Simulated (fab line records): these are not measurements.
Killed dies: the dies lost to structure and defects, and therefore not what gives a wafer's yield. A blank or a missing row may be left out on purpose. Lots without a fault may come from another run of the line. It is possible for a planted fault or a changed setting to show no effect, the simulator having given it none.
Which tool was responsible? | flow n5-finfet | 36 wafers from 12 lots sampled at 3 of the route's 1938 steps

## WHAT THE GAUGES SHOWED, per wafer
N5_BEOL_M11_CD_MEAS_11: the cd target is 64.1 nm.
lot  | measured     | on        | cd-nm (nm)
L079 | day 11 17:02 | cd-sem-03 | 64.5 64.6 64.6
L076 | day 11 19:38 | cd-sem-02 | 63.4 64.0 63.6
L078 | day 12 09:51 | cd-sem-02 | 64.2 64.1 64.7
L081 | day 12 22:45 | cd-sem-02 | 64.1 64.1 64.5
L085 | day 14 01:34 | cd-sem-03 | 64.1 64.2 64.6
L086 | day 15 11:51 | cd-sem-03 | 64.1 64.1 64.1
L083 | day 15 21:58 | cd-sem-01 | 64.5 64.7 65.2
L087 | day 16 06:27 | cd-sem-01 | 64.5 64.7 64.3
L093 | day 17 06:29 | cd-sem-02 | 64.6 64.0 64.4
L091 | day 17 12:10 | cd-sem-03 | 64.3 64.2 64.4
L097 | day 17 23:22 | cd-sem-01 | 63.3 63.4 63.7
L096 | day 18 16:18 | cd-sem-03 | 64.0 63.6 63.5

## WHAT TOOL EACH LOT RAN ON (gives the tool, then ch and the chambers of the sampled wafers, and finally the start)
lot  | N5_BEOL_M10_DESCUM_16              | N5_BEOL_M10_ETCH_41
L079 | rie-diel-01 ch 0,2,3, day 11 08:51 | rie-diel-04 ch 1,2, day 11 17:02 or earlier
L076 | rie-diel-05 ch 0,2,3, day 11 11:20 | rie-diel-04 ch 1,2,3, day 11 19:38 or earlier
L078 | rie-diel-04 ch 0,2,3, day 11 23:24 | rie-diel-01 ch 1,3, day 12 09:51 or earlier
L081 | rie-diel-01 ch 1,2, day 12 14:43   | rie-diel-04 ch 1,2,3, day 12 22:45 or earlier
L085 | rie-diel-04 ch 0,1,3, day 13 15:20 | rie-diel-05 ch 0,2,3, day 14 01:34 or earlier
L086 | rie-diel-01 ch 1,2,3, day 15 05:39 | rie-diel-04 ch 1,2,3, day 15 11:51 or earlier
L083 | rie-diel-01 ch 0,1,2, day 15 15:13 | rie-diel-01 ch 0,3, day 15 21:58 or earlier
L087 | rie-diel-05 ch 0,1,3, day 15 20:56 | rie-diel-01 ch 0,2, day 16 06:27 or earlier
L093 | rie-diel-05 ch 0,3, day 16 19:03   | rie-diel-05 ch 0,2,3, day 17 06:29 or earlier
L091 | rie-diel-01 ch 0,2,3, day 17 04:21 | rie-diel-01 ch 1,2, day 17 12:10 or earlier
L097 | rie-diel-05 ch 0,2, day 17 15:41   | rie-diel-01 ch 1,3, day 17 23:22 or earlier
L096 | rie-diel-04 ch 1,3, day 18 05:10   | rie-diel-04 ch 0,1,3, day 18 16:18 or earlier
- N5_BEOL_M10_DESCUM_16: chemistry O2, time 7.9 s.
- N5_BEOL_M10_ETCH_41: etches SiCN in CH3F/O2, target depth 42.6 nm, time 86 s.

## THE ANSWER, worked out from the rows above alone
Rule: the usual values come from the lots themselves. The widest of any qualifying gaps counts: lots, ordered by their means at a reading, are off when they make up no more than a third of the lots, leave a main group of 4 or more, and stand apart from it by 3 or more times the standard deviation of that group's means. If all means in a main group match to the digits the tables above print for the reading, that group is not used. Also off: a lot with no number at a reading for which 4 or more lots have one. All remaining lots with rows at the step are treated as sound.
None of the lots is off at any reading shown; this tells nothing.

## WHAT THE SIMULATOR HAD PUT IN
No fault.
